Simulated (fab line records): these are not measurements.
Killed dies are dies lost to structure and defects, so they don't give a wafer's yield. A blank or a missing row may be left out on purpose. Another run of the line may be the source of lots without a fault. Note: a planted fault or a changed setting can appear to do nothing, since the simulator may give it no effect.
A struck lot beside a sound one	flow n5 finfet	37 out of 1938 route steps
Sound: the wafers L545.1, L545.2, L545.4. Wafers L542.2, L542.3, L542.5 were the ones struck. The cause comes at the end.
For every step that has rows: the tool of each side, followed by ch and its chambers, followed by its first start. Under that, the readings that differ: sound wafers	struck wafers	difference of the means	sigmas: that difference in standard deviations of wafers without a fault.
alike: readings with means less than 2 such deviations apart, plus words and numbers identical on both sides. not compared: withheld readings, readings lacking a value on some wafer, bounds such as >300 that could conceal the same value, and numbers that have no deviation in the record and whose values overlap.
The two part at a step that has a row with sigmas, a row that says differs or no value, or rows on one side only. Numbers that don't overlap but have no deviation are shown without sigmas and don't part them. Lack of a reading on every wafer of one side parts them only where that side has two or more wafers.

first, 9 steps without rows for these wafers: N5_BEOL_M5_SPUTTER_90 (material Cu, target thk 4.5 nm, time 8.29 s); N5_BEOL_M5_ECD_50 (material Cu, target thk 300 nm); N5_BEOL_M5_ANNEAL_51 (time 90 s); N5_BEOL_M5_CMP_52 (polishes, stops on SiCOH lowk, t overpolish 6.9 s, target thk 62 nm); N5_BEOL_M5_PRE_CLEAN_77 (time 15 s); N5_BEOL_M5_CO_CAP_78 (material Co, precursor CCTBA/H2, target thk 2 nm, time 102.1 s); N5_BEOL_M5_PRE_CLEAN_55 (time 15 s); N5_BEOL_M5_DEP_56 (deposits SiCN from 3MS/NH3, target thk 8 nm, time 14 s); N5_BEOL_M6_ILD_DEP_00 (deposits SiCOH lowk from DEMS/porogen, target thk 179.75 nm, time 33.4 s).
N5_BEOL_M6_CURE_74: cures SiCOH lowk, time 240 s.
  sound on uv cure-03 ch 1, day 10 15:07; struck on uv cure-02 ch 2, day 10 04:07
  no value came back on the struck wafers for lamp power pct (%), run length s (s), wafer_temp_C_max; on the sound wafers lamp power pct (%) reads 52.28 52.24 52.29
reading	sound	struck	difference	sigmas
model.SiCOH_lowk_of_BEOL_M6_ILD_DEP_00.thk nm (nm)	156 154.6 155.8	176.2 179.4 180.4	+23.2	
N5_BEOL_M6_THK_MEAS_01:
  struck on film metro-01, day 10 04:34; sound on film metro-01, day 10 15:38
reading	sound	struck	difference	sigmas
M6_ILD_THK (nm)	156.1 154.5 155.7	176.1 179.5 180.2	+23.2	+13
then, 24 steps without rows for these wafers: N5_BEOL_M6_PECVD_70 (deposits SiO2 from TEOS/O2, target thk 20 nm, time 22.7 s); N5_BEOL_M6_HM_DEP_02 (deposits TiN, target thk 20 nm); N5_BEOL_M6_COAT_59 (time 60 s, resist thk 100 nm); N5_BEOL_M6_COAT_60 (time 60 s, resist thk 35 nm); N5_BEOL_M6_COAT_05 (resist thk 90 nm); N5_BEOL_M6_EBR_07; N5_BEOL_M6_SOFTBAKE_06 (time 60 s); N5_BEOL_M6_EXPOSE_08 (exposes mask M6); N5_BEOL_M6_PEB_09 (peb time 60 s); N5_BEOL_M6_DEVELOP_10 (develop time 30 s); N5_BEOL_M6_DESCUM_16 (chemistry O2, time 7.9 s); N5_BEOL_M6_ETCH_61 (etches SiARC in CF4, target depth 45.5 nm, time 75.8 s); N5_BEOL_M6_ETCH_62 (etches SOC in N2/H2, target depth 110 nm, overetch 22 nm, time 165 s); N5_BEOL_M6_STRIP_68 (strips in N2/H2); N5_BEOL_M6_STRIP_67 (strips in CF4); N5_BEOL_M6_HM_OPEN_17 (chemistry Cl2/BCl3, target TiN, target depth 20 nm, overetch 6 nm); N5_BEOL_M6_STRIP_19 (strips in O2); N5_BEOL_M6_COAT_63 (time 60 s, resist thk 60 nm); N5_BEOL_M6_COAT_64 (time 60 s, resist thk 12 nm); N5_BEOL_M6_COAT_71 (time 60 s, resist thk 5 nm); N5_BEOL_M6_COAT_22 (resist thk 30 nm); N5_BEOL_M6_EBR_24; N5_BEOL_M6_SOFTBAKE_23 (time 60 s); N5_BEOL_M6_EXPOSE_25 (exposes mask V5, target cd 40 nm).
N5_BEOL_M6_CMP_52: polishes, stops on SiCOH lowk, t overpolish 6.9 s, target thk 80 nm.
  sound on cmp-01 ch 0,1,3, day 10 22:58; struck on cmp-04 ch 1,2,3, day 10 11:02
reading	sound	struck	difference	sigmas
model.SiCOH_lowk_of_BEOL_M6_ILD_DEP_00.thk nm (nm)	153 151.6 152.8	173.2 176.4 177.4	+23.2	
  alike: motor current A
N5_PASSIVATION_PROBE_49:
  rows exist in the record for the sound wafers here (prober-02, day 14 06:34), none for the struck ones

== WHERE THEY PART ==
Last at N5_PASSIVATION_PROBE_49 as far as this record goes, first at N5_BEOL_M6_CURE_74.

WHY: what had been put in by the simulator
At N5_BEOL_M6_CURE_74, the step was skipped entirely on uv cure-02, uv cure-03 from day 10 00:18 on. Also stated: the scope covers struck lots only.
